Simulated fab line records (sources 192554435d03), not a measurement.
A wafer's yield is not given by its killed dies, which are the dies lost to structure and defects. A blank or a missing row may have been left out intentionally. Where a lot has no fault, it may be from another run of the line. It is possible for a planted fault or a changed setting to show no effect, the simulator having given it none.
Chamber matching || flow n5-finfet || 3 sister chambers for N5_BEOL_M3_DEP_57 on pecvd-02
The step deposits SiCN from 3MS/NH3, target thk 8 nm, time 14 s. 24 wafers are shown with their chamber, then 12 later ones without.

== WAFERS, EACH WITH ITS CHAMBER ==
{"wafer": "L077.1", "chamber": 1, "showerhead-plenum-p-Torr (Torr)": 3.636, "throttle-valve-pct (%)": 8.2}
{"wafer": "L077.2", "chamber": 2, "showerhead-plenum-p-Torr (Torr)": 3.665, "throttle-valve-pct (%)": 8.3}
{"wafer": "L077.5", "chamber": 2, "showerhead-plenum-p-Torr (Torr)": 3.670, "throttle-valve-pct (%)": 8.6}
{"wafer": "L081.2", "chamber": 1, "showerhead-plenum-p-Torr (Torr)": 3.651, "throttle-valve-pct (%)": 8.3}
{"wafer": "L081.3", "chamber": 2, "showerhead-plenum-p-Torr (Torr)": 3.673, "throttle-valve-pct (%)": 8.3}
{"wafer": "L081.4", "chamber": 2, "showerhead-plenum-p-Torr (Torr)": 3.662, "throttle-valve-pct (%)": 8.3}
{"wafer": "L082.2", "chamber": 0, "showerhead-plenum-p-Torr (Torr)": 3.643, "throttle-valve-pct (%)": 8.5}
{"wafer": "L082.4", "chamber": 1, "showerhead-plenum-p-Torr (Torr)": 3.649, "throttle-valve-pct (%)": 8.3}
{"wafer": "L082.6", "chamber": 2, "showerhead-plenum-p-Torr (Torr)": 3.673, "throttle-valve-pct (%)": 8.3}
{"wafer": "L083.1", "chamber": 2, "showerhead-plenum-p-Torr (Torr)": 3.674, "throttle-valve-pct (%)": 8.2}
{"wafer": "L083.2", "chamber": 1, "showerhead-plenum-p-Torr (Torr)": 3.646, "throttle-valve-pct (%)": 8.1}
{"wafer": "L083.3", "chamber": 0, "showerhead-plenum-p-Torr (Torr)": 3.652, "throttle-valve-pct (%)": 8.8}
{"wafer": "L086.1", "chamber": 0, "showerhead-plenum-p-Torr (Torr)": 3.648, "throttle-valve-pct (%)": 8.7}
{"wafer": "L086.2", "chamber": 1, "showerhead-plenum-p-Torr (Torr)": 3.650, "throttle-valve-pct (%)": 8.3}
{"wafer": "L086.3", "chamber": 2, "showerhead-plenum-p-Torr (Torr)": 3.670, "throttle-valve-pct (%)": 8.5}
{"wafer": "L086.4", "chamber": 0, "showerhead-plenum-p-Torr (Torr)": 3.651, "throttle-valve-pct (%)": 8.7}
{"wafer": "L086.5", "chamber": 1, "showerhead-plenum-p-Torr (Torr)": 3.650, "throttle-valve-pct (%)": 8.2}
{"wafer": "L086.6", "chamber": 2, "showerhead-plenum-p-Torr (Torr)": 3.665, "throttle-valve-pct (%)": 8.4}
{"wafer": "L089.1", "chamber": 2, "showerhead-plenum-p-Torr (Torr)": 3.672, "throttle-valve-pct (%)": 8.4}
{"wafer": "L089.5", "chamber": 1, "showerhead-plenum-p-Torr (Torr)": 3.638, "throttle-valve-pct (%)": 8.3}
{"wafer": "L089.6", "chamber": 0, "showerhead-plenum-p-Torr (Torr)": 3.657, "throttle-valve-pct (%)": 8.7}
{"wafer": "L088.1", "chamber": 0, "showerhead-plenum-p-Torr (Torr)": 3.644, "throttle-valve-pct (%)": 8.8}
{"wafer": "L088.4", "chamber": 0, "showerhead-plenum-p-Torr (Torr)": 3.657, "throttle-valve-pct (%)": 8.7}
{"wafer": "L088.6", "chamber": 1, "showerhead-plenum-p-Torr (Torr)": 3.645, "throttle-valve-pct (%)": 8.4}

SIGNATURES (means of the wafers above)
{"reading": "showerhead-plenum-p-Torr", "chamber 0": 3.65029, "chamber 1": 3.64562, "chamber 2": 3.66933, "scatter within a chamber": 0.00521}
{"reading": "throttle-valve-pct", "chamber 0": 8.700, "chamber 1": 8.262, "chamber 2": 8.367, "scatter within a chamber": 0.107}
Rule: a wafer's distance from a chamber is the root of the sum, over the readings, of the square of ((its reading less the chamber's mean) divided by the reading's scatter). If the next closest chamber is less than 2 further off than the closest, the wafer can't be placed; otherwise it belongs to the closest. How the scatter is found: for the shown wafers, subtract from each reading the mean of its chamber, square and add these, divide the total by (wafers less chambers), then take the root.

== WAFERS MISSING THEIR CHAMBER ==
{"wafer": "L091.2", "showerhead-plenum-p-Torr (Torr)": 3.660, "throttle-valve-pct (%)": 8.5}
{"wafer": "L091.5", "showerhead-plenum-p-Torr (Torr)": 3.670, "throttle-valve-pct (%)": 8.3}
{"wafer": "L091.6", "showerhead-plenum-p-Torr (Torr)": 3.654, "throttle-valve-pct (%)": 8.3}
{"wafer": "L094.1", "showerhead-plenum-p-Torr (Torr)": 3.645, "throttle-valve-pct (%)": 8.2}
{"wafer": "L094.2", "showerhead-plenum-p-Torr (Torr)": 3.672, "throttle-valve-pct (%)": 8.6}
{"wafer": "L094.3", "showerhead-plenum-p-Torr (Torr)": 3.651, "throttle-valve-pct (%)": 8.8}
{"wafer": "L094.4", "showerhead-plenum-p-Torr (Torr)": 3.640, "throttle-valve-pct (%)": 8.4}
{"wafer": "L094.5", "showerhead-plenum-p-Torr (Torr)": 3.653, "throttle-valve-pct (%)": 8.5}
{"wafer": "L094.6", "showerhead-plenum-p-Torr (Torr)": 3.666, "throttle-valve-pct (%)": 8.3}
{"wafer": "L097.1", "showerhead-plenum-p-Torr (Torr)": 3.654, "throttle-valve-pct (%)": 8.6}
{"wafer": "L097.3", "showerhead-plenum-p-Torr (Torr)": 3.658, "throttle-valve-pct (%)": 8.5}
{"wafer": "L097.5", "showerhead-plenum-p-Torr (Torr)": 3.666, "throttle-valve-pct (%)": 8.5}

== WHICH CHAMBER EACH ONE RAN IN ==
{"wafer": "L091.2", "from the rows above": "can't be placed: 2 or 0 or 1", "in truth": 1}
{"wafer": "L091.5", "from the rows above": 2, "in truth": 2}
{"wafer": "L091.6", "from the rows above": "can't be placed: 1 or 2", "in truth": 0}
{"wafer": "L094.1", "from the rows above": 1, "in truth": 1}
{"wafer": "L094.2", "from the rows above": 2, "in truth": 2}
{"wafer": "L094.3", "from the rows above": 0, "in truth": 0}
{"wafer": "L094.4", "from the rows above": "can't be placed: 1 or 0", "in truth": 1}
{"wafer": "L094.5", "from the rows above": "can't be placed: 0 or 1 or 2", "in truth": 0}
{"wafer": "L094.6", "from the rows above": 2, "in truth": 2}
{"wafer": "L097.1", "from the rows above": 0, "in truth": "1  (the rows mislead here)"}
{"wafer": "L097.3", "from the rows above": "can't be placed: 0 or 2 or 1", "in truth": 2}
{"wafer": "L097.5", "from the rows above": 2, "in truth": 2}
Placed correctly: 6 of 12. Not placeable from these rows: 5 (in 4, the candidates include the true chamber). Placed wrongly: 1.
